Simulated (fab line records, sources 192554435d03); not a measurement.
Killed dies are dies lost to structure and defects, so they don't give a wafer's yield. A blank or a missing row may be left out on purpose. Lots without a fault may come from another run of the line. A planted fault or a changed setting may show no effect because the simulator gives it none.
fab line records | flow n5_finfet
record lots=7 wafers=39
route steps=1938 shown DUMMY_GATE@237 SD_EPI_N@288 SD_EPI_P@321 SD_ACTIVATION@331 HKMG_FIN@427
start_h: hours from the record's first day to the start of the lot's first wafer shown | wait_h: hours since the lot's step before | " the same as in the row above | L1.1+2: a row that stands for several wafers | - no value, or no start given | * or withheld: withheld | < > ~ a bound
route shown NAME@n: a module of which the file shows steps, and the number in the route of the first | usual: mean/standard deviation of fault-free wafers | same: alike in all rows | chamber/n: place in a boat | sites: the reading at each site | _std_site: their standard deviation | _edge_site: outer sites' mean less inner sites' | radius_mm: how far each site lies from the wafer's centre | mask NAME#n: copy n | behind: the tool/chamber that last shaped the wafer | hold: why the lot was held/for how many hours/how that ended | device: the transistor (n, p or np) that didn't switch | end of line: the same wafers' tests at the end of the route | a step without rows: its recipe alone | killed: dies lost to structure and defects at the first sort, not the wafer's yield | map: a wafer's dies, x killed, . not, _ none there
set.NAME: the setting as run; set.NAME@STEP: as run at that earlier step | model.NAME: the simulator's own value behind a step, which no gauge read
lots whose settings were changed on purpose; a table a step, a row a wafer
## steps
# step N5_DUMMY_GATE_ETCH_37
# recipe chemistry=N2/H2 target=SOC target_depth_a=600 overetch_a=300 temp_c=40 ion_energy_ev=200 pressure_mtorr=30 source_w=840 bias_w=150 n2_flow_sccm=200 h2_flow_sccm=200
# usual rf_vpp_V=525.2/2
# columns lot.wafer tool chamber start_h wait_h set.source_w rf_vpp_V
L075.1 rie_diel-03 1 51.91 0.0 774.9 541.8
L075.2 " 2 " " 840 520.3
L075.3 " 3 " " 774.9 539.8
L075.4 " 0 " " 840 526.2
L075.5 " 0 " " 774.9 541.1
L075.6 " 3 " " 840 527.1
L078.1 rie_diel-03 2 69.96 0.0 840 521.9
L078.2 " 3 " " 840 526.1
L078.3 " 1 " " 840 527.4
L078.4 " 0 " " 840 525.7
L078.5 " 1 " " 840 528.3
L078.6 " 2 " " 840 522.0
L079.1 rie_diel-03 2 78.77 0.0 840 522.8
L079.2 " 3 " " 755.6 544.2
L079.3 " 0 " " 755.6 544.7
L079.4 " 1 " " 840 526.2
L079.5 " 3 " " 840 525.8
L079.6 " 0 " " 755.6 545.2
L080.1 rie_diel-06 0 86.21 0.0 840 522.8
L080.2 " 1 " " 697.9 557.4
L080.3 " 2 " " 697.9 554.7
L080.4 " 3 " " 697.9 554.0
L080.5 " 2 " " 840 521.6
L080.6 " 1 " " 840 525.1
L085.1 rie_diel-06 2 115.51 0.0 840 521.6
L085.2 " 3 " " 840 520.1
L085.3 " 1 " " 748.4 544.4
L085.4 " 0 " " 840 524.1
L085.5 " 0 " " 748.4 544.0
L085.6 " 1 " " 748.4 544.4
L087.1 rie_diel-06 0 126.44 0.0 840 523.7
L087.4 " 2 " " 840 522.4
L087.5 " 3 " " 840 520.1
L092.1 rie_diel-04 1 154.07 0.0 940 505.8
L092.2 " 2 " " 840 526.6
L092.3 " 3 " " 940 507.5
L092.4 " 0 " " 840 524.6
L092.5 " 3 " " 840 526.3
L092.6 " 0 " " 940 505.5
# step N5_DUMMY_GATE_ETCH_32
# recipe chemistry=CF4 target=SiO2 target_depth_a=35 time_s=3.9 ion_energy_ev=350 pressure_mtorr=10 icp_w=800 bias_w=400 cf4_flow_sccm=80
# columns lot.wafer tool chamber start_h wait_h set.time_s model.etch.depth_nm
L075.1 rie_si-05 0 52.44 0.1 2.973 2.783
L075.2 " 1 " " 3.9 3.578
L075.3 " 3 " " 3.9 3.595
L075.4 " 2 " " 2.973 2.696
L075.5 " 1 " " 3.9 3.538
L075.6 " 0 " " 2.973 2.785
L078.1 rie_si-05 0 70.50 0.1 3.9 3.668
L078.2 " 3 " " 3.9 3.603
L078.3 " 2 " " 3.9 3.542
L078.4 " 1 " " 3.9 3.548
L078.5 " 0 " " 3.9 3.653
L078.6 " 3 " " 3.9 3.557
L079.1 rie_si-02 0 79.30 0.1 3.9 3.445
L079.2 " 3 " " 3.9 3.586
L079.3 " 1 " " 3.9 3.403
L079.4 " 2 " " 3.9 3.404
L079.5 " 1 " " 3.9 3.399
L079.6 " 0 " " 3.9 3.425
L080.1 rie_si-05 1 86.75 0.1 3.9 3.554
L080.2 " 0 " " 3.301 3.068
L080.3 " 2 " " 3.9 3.488
L080.4 " 3 " " 3.301 3.023
L080.5 " 0 " " 3.301 3.096
L080.6 " 3 " " 3.9 3.558
L085.1 rie_si-02 1 116.05 0.1 4.594 4.06
L085.2 " 2 " " 3.9 3.472
L085.3 " 0 " " 4.594 4.102
L085.4 " 3 " " 3.9 3.606
L085.5 " 1 " " 4.594 4.08
L085.6 " 0 " " 3.9 3.464
L087.1 rie_si-04 3 126.96 0.1 3.9 3.569
L087.4 " 0 " " 3.9 3.57
L087.5 " 1 " " 3.9 3.445
L092.1 rie_si-02 3 154.70 0.1 3.9 3.597
L092.2 " 2 " " 4.55 4.002
L092.3 " 0 " " 4.55 4.015
L092.4 " 1 " " 3.9 3.391
L092.5 " 3 " " 4.55 4.185
L092.6 " 2 " " 3.9 3.418
# step N5_SD_EPI_N_EPI_21
# recipe material=Si:P dopant=P temp_c=680 pressure_torr=255 time_s=690
# columns lot.wafer tool chamber start_h wait_h set.time_s model.Si-P_of_SD_EPI_N_EPI_21.thk_nm
L075.1 epi_rpcvd-02 0 55.97 0.2 690 60.4
L075.2+3 " 0 " " 690 59.6
L075.4+6 " 0 " " 740.3 62.8
L075.5 " 0 " " 740.3 62.6
L078.1 epi_rpcvd-03 0 74.53 0.1 799.6 65
L078.2 " 0 " " 690 58.8
L078.3 " 0 " " 799.6 65.4
L078.4 " 0 " " 799.6 65.2
L078.5 " 0 " " 690 59
L078.6 " 0 " " 690 59.2
L079.1 epi_rpcvd-01 0 82.65 0.1 690 60
L079.2+5 " 0 " " 574.6 52.6
L079.3 " 0 " " 574.6 52.8
L079.4 " 0 " " 690 59.6
L079.6 " 0 " " 690 59.8
L080.1 epi_rpcvd-02 0 91.34 0.1 690 58.4
L080.2+5 " 0 " " 690 59
L080.3 " 0 " " 647.3 57
L080.4+6 " 0 " " 647.3 56.6
L085.1 epi_rpcvd-01 0 119.36 0.1 579.7 52.8
L085.2 " 0 " " 690 59
L085.3 " 0 " " 690 58
L085.4 " 0 " " 579.7 51.8
L085.5 " 0 " " 690 58.8
L085.6 " 0 " " 579.7 52
L087.1+4 epi_rpcvd-01 0 130.39 0.1 690 59
L087.5 " 0 131.51 1.1 690 59.6
L092.1 epi_rpcvd-02 0 158.19 0.1 828.5 67
L092.2 " 0 " " 690 60
L092.3 " 0 " " 828.5 67.8
L092.4+6 " 0 " " 690 59.6
L092.5 " 0 " " 828.5 68
# step N5_SD_EPI_N_EPI_MEAS_23
# recipe mode=xrd
# usual thk_nm=59.2/1.2
# columns lot.wafer tool chamber start_h wait_h set.time_s@SD_EPI_N_EPI_21 thk_nm
L075.1 film_metro-02 - 58.25 1.9 690 59.3
L075.2 " - " " 690 60.8
L075.3 " - " " 690 59.5
L075.4 " - " " 740.3 62.7
L075.5 " - " " 740.3 62.2
L075.6 " - " " 740.3 60.6
L078.1 film_metro-01 - 76.25 1.4 799.6 64.0
L078.2 " - " " 690 58.8
L078.3 " - " " 799.6 65.2
L078.4 " - " " 799.6 64.5
L078.5 " - " " 690 59.3
L078.6 " - " " 690 59.6
L079.1 film_metro-01 - 84.36 1.4 690 59.8
L079.2 " - " " 574.6 53.9
L079.3 " - " " 574.6 51.5
L079.4 " - " " 690 59.8
L079.5 " - " " 574.6 53.3
L079.6 " - " " 690 60.2
L080.1 film_metro-01 - 93.06 1.4 690 58.5
L080.2 " - " " 690 58.5
L080.3 " - " " 647.3 56.7
L080.4 " - " " 647.3 57.0
L080.5 " - " " 690 59.5
L080.6 " - " " 647.3 58.1
L085.1 film_metro-02 - 121.07 1.5 579.7 53.8
L085.2 " - " " 690 60.1
L085.3 " - " " 690 58.0
L085.4 " - " " 579.7 50.4
L085.5 " - " " 690 58.4
L085.6 " - " " 579.7 52.4
L087.1 film_metro-01 - 132.12 1.5 690 58.4
L087.4 " - " " 690 57.7
L087.5 " - " " 690 60.1
L092.1 film_metro-01 - 159.90 1.4 828.5 66.0
L092.2 " - " " 690 61.0
L092.3 " - " " 828.5 67.2
L092.4 " - " " 690 60.0
L092.5 " - " " 828.5 70.0
L092.6 " - " " 690 58.6
# step N5_SD_EPI_N_PRECLEAN_24
# recipe chemistry=O3/DIW time_s=60 temp_c=22 o3_ppm=10
# step N5_SD_EPI_N_SRD_25
# recipe time_s=30 temp_c=23 rinse_liquid=diw dry=ipa_marangoni
# step N5_SD_EPI_P_EPI_21
# recipe material=SiGe:B dopant=B temp_c=550 pressure_torr=20 ambient=H2 time_s=355
# step N5_SD_EPI_P_HM_STRIP_48
# recipe chemistry=H3PO4 temp_c=160 material=SiNx target=SiNx target_depth_a=30 overetch_fraction=0.3
# columns lot.wafer tool chamber start_h wait_h set.time_s@SD_EPI_N_EPI_21 model.Si-P_of_SD_EPI_N_EPI_21.thk_nm
L075.1 wet_bench-01 7 63.60 0.0 690 59.6
L075.2+3 " 4,1 " " 690 59
L075.4+5 " 3,0 " " 740.3 62
L075.6 " 2 " " 740.3 62.2
L078.1 wet_bench-05 4 80.87 0.0 799.6 64.2
L078.2 " 1 " " 690 58
L078.3 " 2 " " 799.6 64.6
L078.4 " 3 " " 799.6 64.4
L078.5 " 5 " " 690 58.4
L078.6 " 0 " " 690 58.6
L079.1+6 wet_bench-03 0,2 88.99 0.0 690 59.2
L079.2+3 " 1,4 " " 574.6 52.2
L079.4 " 5 " " 690 58.8
L079.5 " 3 " " 574.6 52
L080.1 wet_bench-05 7 97.87 0.0 690 57.6
L080.2+5 " 1,0 " " 690 58.4
L080.3 " 6 " " 647.3 56.4
L080.4+6 " 5,4 " " 647.3 56
L085.1 wet_bench-05 6 126.45 0.0 579.7 52.2
L085.2 " 1 " " 690 58.4
L085.3 " 4 " " 690 57.4
L085.4 " 0 " " 579.7 51.2
L085.5 " 5 " " 690 58.2
L085.6 " 7 " " 579.7 51.4
L087.1 wet_bench-01 5 136.77 0.0 690 58.4
L087.4 " 0 " " 690 58.2
L087.5 " 6 " " 690 59
L092.1 wet_bench-03 4 165.37 0.0 828.5 66.2
L092.2 " 5 " " 690 59.4
L092.3 " 7 " " 828.5 67
L092.4+6 " 6,2 " " 690 59
L092.5 " 3 " " 828.5 67.2
# step N5_SD_ACTIVATION_LSA_01
# recipe temp_c=1080 time_s=0.0008 ambient=N2
# columns lot.wafer tool chamber start_h wait_h set.time_s
L075.1+3+5 laser_anneal-02 0 64.33 0.2 0.0005994
L075.2+4+6 " 0 " " 0.0008
L078.1+3+5 laser_anneal-01 0 81.35 0.2 0.0008
L078.2+4+6 " 0 " " 0.0005795
L079.1+2+3 laser_anneal-02 0 89.35 0.2 0.0006121
L079.4+5+6 " 0 " " 0.0008
L080.1+5+6 laser_anneal-01 0 98.25 0.2 0.0008
L080.2+3+4 " 0 " " 0.0006786
L085.1+3+4 laser_anneal-02 0 126.82 0.2 0.001
L085.2+5+6 " 0 " " 0.0008
L087.1+4+5 laser_anneal-02 0 137.15 0.2 0.0008
L092.1+2+5 laser_anneal-01 0 165.74 0.2 0.0009408
L092.3+4+6 " 0 " " 0.0008
# step N5_SD_ACTIVATION_RS_MEAS_03
# recipe thk_meas_gauge=four-point-probe
# usual RS_SD_N=21.85/0.3 RS_SD_P=56.1/0.96
# columns lot.wafer tool chamber start_h wait_h set.time_s@SD_EPI_N_EPI_21 RS_SD_N[ohm/sq] RS_SD_P[ohm/sq]
L075.1 film_metro-01 - 64.53 0.2 690 22.23 57.3
L075.2 " - " " 690 21.55 56.2
L075.3 " - " " 690 22.45 57.0
L075.4 " - " " 740.3 20.28 56.1
L075.5 " - " " 740.3 21.31 57.8
L075.6 " - " " 740.3 20.38 56.4
L078.1 film_metro-01 - 81.55 0.2 799.6 19.90 56.4
L078.2 " - " " 690 23.03 57.2
L078.3 " - " " 799.6 19.94 56.1
L078.4 " - " " 799.6 20.82 56.6
L078.5 " - " " 690 21.93 56.8
L078.6 " - " " 690 22.96 57.4
L079.1 film_metro-01 - 89.55 0.2 690 22.46 57.2
L079.2 " - " " 574.6 25.73 56.8
L079.3 " - " " 574.6 25.57 57.5
L079.4 " - " " 690 21.65 56.5
L079.5 " - " " 574.6 24.80 57.9
L079.6 " - " " 690 21.52 56.3
L080.1 film_metro-01 - 98.46 0.2 690 21.97 56.2
L080.2 " - " " 690 22.50 56.6
L080.3 " - " " 647.3 23.06 56.9
L080.4 " - " " 647.3 23.44 57.1
L080.5 " - " " 690 21.65 57.1
L080.6 " - " " 647.3 22.57 55.5
L085.1 film_metro-02 - 127.02 0.2 579.7 23.56 55.7
L085.2 " - " " 690 21.65 55.7
L085.3 " - " " 690 21.53 56.3
L085.4 " - " " 579.7 24.24 55.5
L085.5 " - " " 690 21.82 55.7
L085.6 " - " " 579.7 24.83 55.3
L087.1 film_metro-02 - 137.35 0.2 690 21.62 54.2
L087.4 " - " " 690 21.74 54.7
L087.5 " - " " 690 21.57 54.9
L092.1 film_metro-02 - 165.94 0.2 828.5 18.97 54.4
L092.2 " - " " 690 21.12 55.0
L092.3 " - " " 828.5 19.00 54.8
L092.4 " - " " 690 21.57 55.3
L092.5 " - " " 828.5 18.60 54.6
L092.6 " - " " 690 21.50 54.6
# step N5_HKMG_FIN_EXPOSE_09
# recipe mask_id=NWFM na=1.35 source_shape=conventional sigma_outer=0.8 polarization=unpolarized target_cd_nm=98 dose_mj=39.25
# columns lot.wafer tool chamber start_h wait_h mask set.dose_mj
L075.1+2+3+4+5+6 arfi_scanner-01 0 80.70 - NWFM#0 39.25
L078.1+2+4 arfi_scanner-01 0 98.21 - NWFM#0 39.25
L078.3+5+6 " 0 " " NWFM#0 40.38
L079.1+3+6 arfi_scanner-02 0 106.23 - NWFM#0 36.43
L079.2+4+5 " 0 " " NWFM#0 39.25
L080.1+2+3+4+5+6 arfi_scanner-02 0 114.76 - NWFM#0 39.25
L085.1+3+6 arfi_scanner-02 0 143.51 - NWFM#0 39.25
L085.2+4+5 " 0 " " NWFM#0 40.28
L087.1+4+5 arfi_scanner-02 0 153.97 - NWFM#0 39.25
L092.1+2+6 arfi_scanner-02 0 182.08 - NWFM#0 37.44
L092.3+4+5 " 0 " " NWFM#0 39.25
# step N5_HKMG_FIN_PEB_10
# recipe peb_temp_c=withheld peb_time_s=60 resist=CAR-ArF
# step N5_HKMG_FIN_DEVELOP_11
# recipe develop_time_s=30 developer=TMAH resist=CAR-ArF dev_temp_c=23 rinse_liquid=diw dry=air_spin
# step N5_HKMG_FIN_CD_MEAS_12
# recipe target_cd_nm=92.8 landing_energy_ev=500 detector=se_inlens
# usual cd_nm=93.4/0.61
# columns lot.wafer tool chamber start_h wait_h set.dose_mj@HKMG_FIN_EXPOSE_09 cd_nm
L075.1 cd_sem-01 0 80.82 - 39.25 94.5
L075.2 " 0 " " 39.25 92.5
L075.3 " 0 " " 39.25 93.2
L075.4 " 0 " " 39.25 93.9
L075.5 " 0 " " 39.25 93.2
L075.6 " 0 " " 39.25 93.1
L078.1 cd_sem-01 0 98.33 - 39.25 94.0
L078.2 " 0 " " 39.25 94.2
L078.3 " 0 " " 40.38 95.6
L078.4 " 0 " " 39.25 93.9
L078.5 " 0 " " 40.38 95.3
L078.6 " 0 " " 40.38 95.9
L079.1 cd_sem-02 0 106.36 - 36.43 88.4
L079.2 " 0 " " 39.25 93.7
L079.3 " 0 " " 36.43 89.0
L079.4 " 0 " " 39.25 93.4
L079.5 " 0 " " 39.25 93.6
L079.6 " 0 " " 36.43 89.6
L080.1 cd_sem-01 0 114.89 - 39.25 93.0
L080.2 " 0 " " 39.25 93.1
L080.3 " 0 " " 39.25 92.5
L080.4 " 0 " " 39.25 94.0
L080.5 " 0 " " 39.25 93.2
L080.6 " 0 " " 39.25 93.4
L085.1 cd_sem-01 0 143.63 - 39.25 93.1
L085.2 " 0 " " 40.28 95.7
L085.3 " 0 " " 39.25 94.3
L085.4 " 0 " " 40.28 95.1
L085.5 " 0 " " 40.28 95.2
L085.6 " 0 " " 39.25 93.3
L087.1 cd_sem-01 0 154.10 - 39.25 93.7
L087.4 " 0 " " 39.25 93.9
L087.5 " 0 " " 39.25 93.1
L092.1 cd_sem-03 0 182.21 - 37.44 90.3
L092.2 " 0 " " 37.44 90.1
L092.3 " 0 " " 39.25 93.0
L092.4 " 0 " " 39.25 93.0
L092.5 " 0 " " 39.25 92.8
L092.6 " 0 " " 37.44 90.3
# step N5_HKMG_FIN_DESCUM_17
# recipe chemistry=O2 time_s=7.9 source_power_w=50 bias_power_w=20 pressure_mtorr=20 rf_frequency_hz=2.712e+07 temp_c=40 resist=CAR-ArF o2_flow_sccm=225
# columns lot.wafer tool chamber start_h wait_h set.dose_mj@HKMG_FIN_EXPOSE_09 model.HKMG_FIN.cd_nm
L075.1 rie_diel-01 0 81.07 0.2 39.25 94.2
L075.2 " 2 " " 39.25 92.4
L075.3 " 3 " " 39.25 93.4
L075.4 " 1 " " 39.25 93.8
L075.5 " 2 " " 39.25 93.2
L075.6 " 3 " " 39.25 93
L078.1+4 rie_diel-02 3 98.46 0.1 39.25 93.8
L078.2 " 0 " " 39.25 94.2
L078.3 " 2 " " 40.38 95.8
L078.5 " 2 " " 40.38 94.8
L078.6 " 0 " " 40.38 95.6
L079.1 rie_diel-05 1 106.44 0.0 36.43 88.6
L079.2+4 " 0,3 " " 39.25 93.4
L079.3 " 2 " " 36.43 89.2
L079.5 " 3 " " 39.25 93.6
L079.6 " 0 " " 36.43 89.4
L080.1+2 rie_diel-01 2,0 114.98 0.0 39.25 93.2
L080.3+5 " 3,0 " " 39.25 92.8
L080.4 " 1 " " 39.25 93.8
L080.6 " 1 " " 39.25 93.4
L085.1 rie_diel-05 2 143.72 0.0 39.25 93.6
L085.2 " 1 " " 40.28 96
L085.3 " 3 " " 39.25 94.2
L085.4 " 0 " " 40.28 94.8
L085.5 " 2 " " 40.28 95.4
L085.6 " 1 " " 39.25 93.8
L087.1+5 rie_diel-01 0,2 154.74 0.6 39.25 93.4
L087.4 " 3 " " 39.25 93.8
L092.1+2 rie_diel-02 1,3 182.61 0.3 37.44 90.2
L092.3 " 0 " " 39.25 93
L092.4 " 2 " " 39.25 92.8
L092.5 " 2 " " 39.25 92.6
L092.6 " 1 " " 37.44 89.8
## key
split step=N5_DUMMY_GATE_ETCH_37 setting=source_w stated=840 by=wafer
response step=N5_DUMMY_GATE_ETCH_37 reading=rf_vpp_V change=-1.9 per=1% r=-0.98
split step=N5_DUMMY_GATE_ETCH_32 setting=time_s stated=3.9 by=wafer
response step=N5_DUMMY_GATE_ETCH_32 reading=model.etch.depth_nm change=+0.0335 per=1% r=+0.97
split step=N5_SD_EPI_N_EPI_21 setting=time_s stated=690 by=wafer
response step=N5_SD_EPI_N_EPI_21 reading=model.Si-P_of_SD_EPI_N_EPI_21.thk_nm change=+0.399 per=1% r=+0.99
response step=N5_SD_EPI_N_EPI_MEAS_23 reading=thk_nm change=* per=1% r=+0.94
response step=N5_SD_EPI_P_HM_STRIP_48 reading=model.Si-P_of_SD_EPI_N_EPI_21.thk_nm change=+0.391 per=1% r=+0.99
response step=N5_SD_ACTIVATION_RS_MEAS_03 reading=RS_SD_N change=-0.16 per=1% r=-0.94
split step=N5_SD_ACTIVATION_LSA_01 setting=time_s stated=0.0008 by=wafer
response none clear
split step=N5_HKMG_FIN_EXPOSE_09 setting=dose_mj stated=39.25 by=wafer
response step=N5_HKMG_FIN_CD_MEAS_12 reading=cd_nm change=+0.613 per=1% r=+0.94
response step=N5_HKMG_FIN_DESCUM_17 reading=model.HKMG_FIN.cd_nm change=+0.596 per=1% r=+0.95
